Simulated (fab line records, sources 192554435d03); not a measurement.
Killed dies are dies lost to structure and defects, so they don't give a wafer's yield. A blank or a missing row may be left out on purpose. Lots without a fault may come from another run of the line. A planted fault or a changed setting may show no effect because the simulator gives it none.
Which tool did it? | flow n5_finfet | 8 lots, 22 wafers sampled, at 5 steps of a route of 1938

WHAT THE GAUGES READ, wafer by wafer
N5_BEOL_M4_RC_MEAS_101.
lot  | measured     | on        | DIBL_N (mV/V)
L574 | day 12 07:17 | prober-01 | 36.6 38.5 40.1
L578 | day 12 14:16 | prober-01 | 36.2 37.5 41.2
L584 | day 14 11:06 | prober-02 | 34.1 36.3 34.2
L586 | day 14 15:04 | prober-02 | 40.5 34.8 39.7
L590 | day 15 22:14 | prober-02 | 37.4 36.1
L593 | day 16 18:10 | prober-01 | 38.2 33.5
L596 | day 17 05:06 | prober-02 | 39.4 36.0 38.5
L597 | day 17 18:26 | prober-02 | 36.5 33.3 36.9

WHICH TOOL RAN EACH LOT (tool, then ch and the chambers of the sampled wafers, then the start)
lot  | N5_GATE_CUT_ETCH_28               | N5_GATE_CUT_CUT_ETCH_53           | N5_GATE_CUT_CUT_ETCH_54           | N5_GATE_CUT_CUT_ETCH_55
L574 | rie_diel-06 ch 2,3, day 4 21:10   | rie_metal-02 ch 0,1, day 4 21:32  | rie_metal-02 ch 0,1, day 4 21:36  | rie_metal-02 ch 0,1, day 4 21:39
L578 | rie_diel-06 ch 0,1,3, day 5 15:13 | rie_metal-02 ch 0,1, day 5 15:35  | rie_metal-02 ch 0,1, day 5 15:38  | rie_metal-02 ch 0,1, day 5 15:42
L584 | rie_diel-03 ch 0,1,2, day 7 06:47 | rie_metal-02 ch 0,1, day 7 07:09  | rie_metal-02 ch 0,1, day 7 07:13  | rie_metal-02 ch 0,1, day 7 07:16
L586 | rie_diel-06 ch 1,2, day 7 17:08   | rie_metal-02 ch 0,1, day 7 17:31  | rie_metal-02 ch 0,1, day 7 17:34  | rie_metal-02 ch 0,1, day 7 17:37
L590 | rie_diel-03 ch 1,2, day 8 13:38   | rie_metal-03 ch 0,1, day 8 14:00  | rie_metal-03 ch 0,1, day 8 14:04  | rie_metal-03 ch 0,1, day 8 14:07
L593 | rie_diel-03 ch 0,1, day 9 06:02   | rie_metal-03 ch 1, day 9 06:25    | rie_metal-03 ch 1, day 9 06:29    | rie_metal-03 ch 1, day 9 06:32
L596 | rie_diel-06 ch 0,1, day 9 23:50   | rie_metal-01 ch 0,1, day 10 00:11 | rie_metal-01 ch 0,1, day 10 00:15 | rie_metal-01 ch 0,1, day 10 00:19
L597 | rie_diel-06 ch 1,3, day 10 10:10  | rie_metal-01 ch 0,1, day 10 10:32 | rie_metal-01 ch 0,1, day 10 10:35 | rie_metal-01 ch 0,1, day 10 10:39
- N5_GATE_CUT_ETCH_28: etches underlayer in N2/H2, target depth 13 nm, time 10.4 s.
- N5_GATE_CUT_CUT_ETCH_53: etches W in SF6/Cl2, target depth 79.2 nm.
- N5_GATE_CUT_CUT_ETCH_54: etches TiN in Cl2/BCl3, target depth 96.7 nm.
- N5_GATE_CUT_CUT_ETCH_55: etches HfO2 in BCl3, target depth 3.2 nm.

THE ANSWER, worked out from the rows above alone
Rule: what is usual is taken from the lots themselves. Put in order of their means at a reading, lots are off if they are a third of the lots or fewer, leave a main group of 4 or more, and stand apart from it by a gap of 3 or more times the standard deviation of the main group's means; of several such gaps the widest counts. A main group whose means are all the same, to the digits that the tables above print for the reading, isn't used. A lot without any number at a reading at which 4 lots or more have one is off too. The other lots that the step has rows for count as sound.
No lot is off at any reading shown: from this, nothing can be told.

WHAT THE SIMULATOR HAD PUT IN
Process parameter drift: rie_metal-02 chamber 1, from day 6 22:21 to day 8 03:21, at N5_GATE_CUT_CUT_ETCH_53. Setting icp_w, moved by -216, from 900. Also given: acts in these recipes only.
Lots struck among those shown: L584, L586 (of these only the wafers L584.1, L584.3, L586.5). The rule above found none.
